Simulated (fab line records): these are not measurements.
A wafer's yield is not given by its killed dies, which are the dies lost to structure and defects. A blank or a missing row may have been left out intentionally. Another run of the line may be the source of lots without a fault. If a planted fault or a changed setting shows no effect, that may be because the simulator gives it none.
8D (eight disciplines) problem report, filled in by code / flow nand_harc / the parts of the form that need people (team, actions taken, sign-off) are left out

## 1. THE PROBLEM
Wafers without a fault read 1.005 a.u., standard deviation 0.013; oes_product_au at NHARC_A_M1_ETCH_28 reads a mean of 0.811 a.u. on 6 wafers belonging to 2 lots. Measured from the usual mean, that is -15 standard deviations.
The step: etches the open film in CF4/N2, target depth 30 nm, time 72.99 s.
Seen first at day 30 15:38 on rie_diel-05, wafer L729.2. The record has a number at this step for 42 wafers belonging to 14 lots. By rule, "out" or "out of limits" means more than 4 standard deviations away from the usual mean. All remaining wafers that have a number are taken as sound.

## 2. WHAT IT IS AND WHAT IT IS NOT
question=which readings at this step | is=oes_product_au | is not=bias_w, drypump_motor_current_A, n2_flow_sccm, rf_vpp_V, showerhead_plenum_p_Torr, throttle_valve_pct
question=which lots | is=L729, L730 | is not=L712, L713, L714, L716, L717, L718, L719, L720, L722, L726, L733, L734
question=which wafers of those lots | is=all that have a number | is not=-
question=read on which tools | is=rie_diel-05 | is not=rie_diel-10, rie_diel-12
question=when | is=from day 30 15:38 | is not=up to then (30 sound wafers); but 6 sound wafers of L733, L734 came after

## 3. THE SUSPECTS, EACH WITH WHAT RULES IT OUT
Counting: any tool at a process step up to the reading is kept as a suspect provided that every lot that is out went through it and no sound lot did after the first of them.
- rie_diel-12 at NHARC_A_M1_DESCUM_14 (chemistry O2, time 3 s): kept. It ran every lot that is out, first L729 (day 30 15:01), and no sound lot after that; its last sound lot up to then is L726 (day 28 17:56).
- rie_diel-12 at NHARC_A_M1_ETCH_15 (etches the open film in C4F8/Ar, target depth 182.5 nm, time 91.2 s): kept. It ran every lot that is out, first L729 (day 30 15:38), and no sound lot after that; its last sound lot up to then is L726 (day 28 18:33). NHARC_A_M1_ETCH_15 gives no start for some lots, so the hours and the order of its lots are those of NHARC_A_M1_ETCH_28.
- rie_diel-05 at NHARC_A_M1_ETCH_28 (etches the open film in CF4/N2, target depth 30 nm, time 72.99 s): kept. It ran every lot that is out, first L729 (day 30 15:38), and no sound lot after that; its last sound lot up to then is L722 (day 26 22:34). On those wafers its own readings are out: oes_product_au.
After the count, these remain: rie_diel-12 at NHARC_A_M1_DESCUM_14, rie_diel-12 at NHARC_A_M1_ETCH_15 and rie_diel-05 at NHARC_A_M1_ETCH_28.

## 4. THE CAUSE (what the simulator had put in)
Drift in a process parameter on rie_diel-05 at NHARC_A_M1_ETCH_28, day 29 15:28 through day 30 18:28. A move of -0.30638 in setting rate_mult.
After counting, 3 suspects remain, this tool included.

## 5. THE CHAIN OF EFFECTS, in route order
Rows list readings where the struck wafers' mean (over those with a number) sits beyond 3 standard deviations from the usual. Scope: only readings with a usual standard deviation given in the record; hours: median across lots of the time from each lot's start at the first step in this table that gives one to its start at this step; sigmas: change in usual standard deviations.
hours=0; step=NHARC_A_M1_ETCH_28; reading=oes_product_au; usual=1.005 a.u.; on struck wafers=0.811; change=-0.194; sigmas=-15
Here are the process steps it includes:
- NHARC_A_M1_ETCH_28: etches the open film in CF4/N2, target depth 30 nm, time 72.99 s.

## 6. HOW IT WOULD HAVE BEEN CAUGHT EARLIER
First out-of-limits reading in this record: day 30 15:38, which is 24 hours after fault onset at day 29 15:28.
